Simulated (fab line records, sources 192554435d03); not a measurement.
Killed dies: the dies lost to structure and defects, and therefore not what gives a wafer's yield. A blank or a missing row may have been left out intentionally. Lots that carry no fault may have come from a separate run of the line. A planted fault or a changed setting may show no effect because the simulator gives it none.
fab line records    flow n5-finfet    part 2 of 2: steps 24 to 31 of 31
record: lots: 5  wafers: 15  last-day: 19
route steps=1938 shown BEOL_M8@1396 BEOL_M9@1401
lots with no fault: from the same line, run without faults
start-h: hours from the record's opening day to when the first of the lot's shown wafers began    wait-h: hours from the lot's prior step to this one    " same as the row above    L1.1+2: several wafers, shown together as one row    - either no value or no given start    * or withheld: withheld    < > ~ a bound
route shown NAME@n: names a module that has steps shown in the file, with the first one's number in the route    usual: average and standard deviation across the fault-free wafers    same: alike in all rows    chamber/n: place in a boat    sites: per-site readings    _std_site: the standard deviation of these    _edge_site: the outer-site mean with the inner-site mean subtracted    radius-mm: how far each site lies from the wafer's centre    mask NAME#n: copy n    behind: the tool/chamber that last shaped the wafer    hold: why the lot was held/for how many hours/how that ended    device: the n, p or np transistor that did not switch    end of line: tests run on the same wafers once the route is complete    for a step that has no rows: nothing shown but its recipe    killed: dies lost to structure and defects at the first sort, not the wafer's yield    map: the dies of a wafer, with x for killed, . for not killed, _ for no die there
set.NAME: the setting the step ran with; set.NAME@STEP: the setting that earlier step ran with    model.NAME: the simulator's own value behind a step, which no gauge read
certain route steps with their lots: each step a table, each wafer a row
services: from which hour (start-h, from the record's first day; less than 0 if before it) a tool's chamber was out of use, for how many hours, and why
== steps ==
step: N5_BEOL_M9_ETCH_62
recipe: chemistry: N2/H2  target: SOC  target-depth-a: 1100  overetch-a: 220  mask-material: SiARC  temp-c: 40  time-s: 165  ion-energy-ev: 200  pressure-mtorr: 30  source-w: 840  bias-w: 150  n2-flow-sccm: 200  h2-flow-sccm: 200
usual: drypump-motor-current-A: 5.5/0.38  oes-product-au: 0.67/0.066  rf-vpp-V: 524.5/2.4  showerhead-plenum-p-Torr: 2.57/0.086  temp-c: 39.99/0.12  throttle-valve-pct: 17.97/0.2
lot.wafer  tool         chamber  start-h  wait-h  drypump-motor-current-A  oes-product-au  rf-hours-counter-h  rf-vpp-V  showerhead-plenum-p-Torr  temp-c  throttle-valve-pct
L079.2     rie-diel-04  0        227.45   0.0     5.5                      0.62            207                 525.5     2.63                      40.08   17.69
L079.3     "            3        "        "       5.4                      0.57            244                 522.9     2.52                      39.86   18.26
L079.5     "            3        "        "       5.4                      0.57            -                   522.6     2.52                      39.82   18.27
L080.1     rie-diel-04  1        236.90   0.0     5.0                      0.64            157                 527.0     2.63                      39.95   17.87
L080.5     "            2        "        "       5.0                      0.75            -                   525.4     2.59                      40.01   17.82
L080.6     "            1        "        "       5.0                      0.64            -                   527.5     2.63                      40.06   17.86
L083.1     rie-diel-05  0        274.65   0.0     5.0                      0.76            21                  524.7     2.62                      39.97   18.29
L083.3     "            1        "        "       6.2                      0.66            112                 524.8     2.57                      39.96   18.20
L083.4     "            2        "        "       5.7                      0.61            -                   520.5     2.42                      39.94   18.07
L089.2     rie-diel-04  2        300.05   0.0     4.9                      0.72            44                  525.3     2.58                      40.05   17.86
L089.3     "            1        "        "       5.0                      0.62            174                 525.5     2.63                      40.18   17.90
L089.5     "            0        "        "       5.5                      0.60            -                   526.9     2.62                      39.87   17.74
L096.2     rie-diel-04  3        388.56   0.0     5.4                      0.76            27                  524.1     2.50                      40.03   17.91
L096.5     "            2        "        "       5.0                      0.69            -                   526.5     2.57                      40.21   17.88
L096.6     "            1        "        "       5.0                      0.61            -                   525.1     2.61                      40.03   17.93
step: N5_BEOL_M9_STRIP_68
recipe: chemistry: N2/H2  temp-c: 40  n2-flow-sccm: 200  h2-flow-sccm: 200  rf-frequency-hz: 6e+07
lot.wafer   tool         chamber  start-h  wait-h
L079.2+3+5  rie-diel-04  0,3,3    227.58   0.1
L080.1+5+6  rie-diel-04  1,2,1    237.03   0.1
L083.1+3+4  rie-diel-05  0,1,2    274.79   0.1
L089.2+3+5  rie-diel-04  2,1,0    300.19   0.1
L096.2+5+6  rie-diel-04  3,2,1    388.70   0.1
step: N5_BEOL_M9_STRIP_67
recipe: chemistry: CF4  resist: SiARC  power-w: 300  bias-power-w: 75  pressure-mtorr: 50  cf4-flow-sccm: 150  rf-frequency-hz: 6e+07
usual: drypump-motor-current-A: 5.5/0.38  oes-product-au: 0.79/0.078  rf-vpp-V: 271.5/1.5  showerhead-plenum-p-Torr: 1.81/0.056  throttle-valve-pct: 13.69/0.13
lot.wafer  tool         chamber  start-h  wait-h  drypump-motor-current-A  oes-product-au  rf-hours-counter-h  rf-vpp-V  showerhead-plenum-p-Torr  throttle-valve-pct
L079.2     rie-diel-04  0        227.59   0.0     5.4                      0.72            207                 273.6     1.86                      13.59
L079.3     "            3        "        "       5.3                      0.68            244                 270.3     1.77                      14.01
L079.5     "            3        "        "       5.4                      0.67            -                   272.3     1.76                      14.01
L080.1     rie-diel-04  1        237.04   0.0     5.0                      0.76            157                 271.9     1.88                      13.73
L080.5     "            2        "        "       4.9                      0.88            -                   273.3     1.83                      13.61
L080.6     "            1        "        "       5.0                      0.75            -                   271.7     1.88                      13.73
L083.1     rie-diel-05  0        274.80   0.0     5.0                      0.90            21                  271.7     1.82                      13.59
L083.3     "            1        "        "       6.2                      0.78            112                 270.5     1.80                      13.68
L083.4     "            2        "        "       5.6                      0.72            -                   271.0     1.71                      13.83
L089.2     rie-diel-04  2        300.20   0.0     5.0                      0.85            44                  272.7     1.83                      13.65
L089.3     "            1        "        "       5.0                      0.74            174                 273.1     1.87                      13.80
L089.5     "            0        "        "       5.5                      0.72            -                   272.4     1.86                      13.65
L096.2     rie-diel-04  3        388.71   0.0     5.4                      0.90            27                  271.1     1.76                      13.51
L096.5     "            2        "        "       4.9                      0.81            -                   270.9     1.82                      13.71
L096.6     "            1        "        "       5.0                      0.72            -                   271.5     1.86                      13.85
step: N5_BEOL_M9_HM_OPEN_17
recipe: chemistry: Cl2/BCl3  target-depth-a: 200  overetch-a: 60  target: TiN  mask-material: SOC  ion-energy-ev: 150  pressure-mtorr: 10  icp-w: 1000  bias-w: 126  Cl2_flow_sccm: 53.25  bcl3-flow-sccm: 21.75  Ar_flow_sccm: 25
usual: drypump-motor-current-A: 5.6/0.36  oes-product-au: 0.69/0.12  throttle-valve-pct: 22.27/0.17
lot.wafer  tool          chamber  start-h  wait-h  drypump-motor-current-A  oes-product-au  rf-hours-counter-h  throttle-valve-pct
L079.2     rie-metal-03  1        227.63   0.0     5.3                      0.52            120                 22.14
L079.3     "             0        "        "       6.1                      0.54            -                   22.44
L079.5     "             0        "        "       6.1                      0.54            -                   22.46
L080.1     rie-metal-02  1        237.08   0.0     5.7                      0.76            6                   22.32
L080.5     "             0        "        "       5.4                      0.54            -                   22.21
L080.6     "             1        "        "       5.7                      0.77            -                   22.34
L083.1     rie-metal-01  1        274.84   0.0     5.1                      0.73            20                  22.45
L083.3     "             0        "        "       6.0                      0.76            -                   22.46
L083.4     "             1        "        "       5.1                      0.75            -                   22.43
L089.2     rie-metal-02  1        300.24   0.0     5.7                      0.74            11                  22.33
L089.3     "             1        "        "       5.7                      0.75            -                   22.33
L089.5     "             0        "        "       5.4                      0.54            -                   22.22
L096.2     rie-metal-02  1        388.75   0.0     5.7                      0.71            21                  22.35
L096.5     "             0        "        "       5.4                      0.82            -                   22.09
L096.6     "             1        "        "       5.7                      0.71            -                   22.34
step: N5_BEOL_M9_STRIP_19
recipe: chemistry: O2  power-w: 400  temp-c: 40  pressure-mtorr: 30  rf-frequency-hz: 6e+07  bias-power-w: 0  overash-fraction: 0.2  o2-flow-sccm: 225
usual: drypump-motor-current-A: 5.6/0.38  oes-product-au: 0.79/0.075  rf-vpp-V: 3.6/0.64  showerhead-plenum-p-Torr: 2.12/0.065  temp-c: 40.00/0.11  throttle-valve-pct: 16.77/0.14
lot.wafer  tool         chamber  start-h  wait-h  drypump-motor-current-A  oes-product-au  rf-hours-counter-h  rf-vpp-V  showerhead-plenum-p-Torr  temp-c  throttle-valve-pct
L079.2     rie-diel-02  1        227.75   0.1     6.0                      0.86            58                  2.5       2.11                      39.88   16.84
L079.3     "            3        "        "       5.7                      0.91            26                  4.0       2.22                      40.29   16.47
L079.5     "            0        "        "       5.6                      0.77            -                   4.8       2.11                      40.06   16.79
L080.1     rie-diel-05  0        237.19   0.1     4.9                      0.96            10                  4.2       2.15                      40.09   16.86
L080.5     "            3        "        "       5.4                      0.73            -                   4.1       1.99                      40.08   16.68
L080.6     "            0        "        "       4.9                      0.94            -                   4.2       2.15                      39.82   16.85
L083.1     rie-diel-05  2        275.07   0.2     5.7                      0.73            185                 3.4       2.01                      40.15   16.98
L083.3     "            0        "        "       5.0                      0.93            22                  3.8       2.15                      39.88   16.86
L083.4     "            0        "        "       4.9                      0.93            -                   4.6       2.15                      40.05   16.87
L089.2     rie-diel-02  2        300.35   0.1     5.8                      0.72            189                 3.1       2.18                      39.93   16.78
L089.3     "            1        "        "       6.0                      0.84            78                  3.4       2.10                      39.94   16.87
L089.5     "            2        "        "       5.7                      0.73            -                   3.6       2.18                      39.94   16.78
L096.2     rie-diel-02  3        388.90   0.1     5.7                      0.83            70                  2.7       2.20                      39.93   16.53
L096.5     "            1        "        "       6.0                      0.81            -                   2.8       2.09                      40.10   16.94
L096.6     "            2        "        "       5.7                      0.71            -                   4.0       2.17                      40.15   16.83
step: N5_BEOL_M9_CD_MEAS_18
recipe: pitch-nm: 140  target-cd-nm: 70
usual: cd-nm: 70.0/0.68
lot.wafer  tool       chamber  start-h  wait-h  cd-nm
L079.2     cd-sem-01  -        227.82   0.1     70.2
L079.3     "          -        "        "       71.1
L079.5     "          -        "        "       70.7
L080.1     cd-sem-03  -        237.26   0.0     68.6
L080.5     "          -        "        "       68.7
L080.6     "          -        "        "       69.5
L083.1     cd-sem-02  -        275.14   0.0     68.6
L083.3     "          -        "        "       69.3
L083.4     "          -        "        "       69.3
L089.2     cd-sem-03  -        300.42   0.1     69.6
L089.3     "          -        "        "       69.8
L089.5     "          -        "        "       69.7
L096.2     cd-sem-03  -        388.97   0.1     69.2
L096.5     "          -        "        "       70.0
L096.6     "          -        "        "       70.8
step: N5_BEOL_M9_COAT_63
recipe: resist: SOC  temp-c: 250  time-s: 60  spin-rpm: 1500  resist-thk-nm: 60
lot.wafer   tool            chamber  start-h  wait-h
L079.2+3+5  litho-track-05  0        230.99   3.2
L080.1+5+6  litho-track-02  0        239.53   2.3
L083.1+3+4  litho-track-04  0        276.03   0.9
L089.2+3+5  litho-track-04  0        301.63   1.2
L096.2+5+6  litho-track-02  0        389.01   0.0
step: N5_BEOL_M9_COAT_64
recipe: resist: SiARC  temp-c: 220  time-s: 60  spin-rpm: 1500  resist-thk-nm: 12
lot.wafer   tool            chamber  start-h  wait-h
L079.2+3+5  litho-track-05  0        -        -
L080.1+5+6  litho-track-02  0        -        -
L083.1+3+4  litho-track-04  0        -        -
L089.2+3+5  litho-track-04  0        -        -
L096.2+5+6  litho-track-02  0        -        -
== services ==
tool             chamber  start-h  hours  kind
rie-diel-05      1        213.02   4.7    repair
rie-diel-04      1        214.95   6.7    repair
rie-diel-04      1        222.61   13.5   repair
rie-diel-05      1        230.47   5.5    repair
rie-diel-02      1        230.65   2.4    repair
pecvd-01         2        237.14   7.1    repair
arfi-scanner-01  -        244.48   0.8    pm
arfi-scanner-03  -        246.01   0.8    pm
arfi-scanner-03  -        253.68   1.0    pm
arfi-scanner-01  -        262.28   1.0    pm
rie-diel-05      3        263.47   13.5   repair
uv-cure-02       -        267.70   6.0    pm
uv-cure-03       -        272.78   7.5    pm
uv-cure-03       -        284.29   0.6    repair
pecvd-04         -        285.39   1.9    repair
pecvd-01         -        286.63   6.0    pm
rie-diel-02      3        294.20   9.6    repair
arfi-scanner-01  -        295.17   1.3    pm
pecvd-02         -        309.21   0.3    repair
pecvd-02         2        319.24   2.2    repair
rie-diel-04      3        330.35   22.4   repair
rie-metal-02     0        339.97   3.3    repair
uv-cure-03       -        374.45   5.2    repair
rie-diel-02      0        375.55   2.3    repair
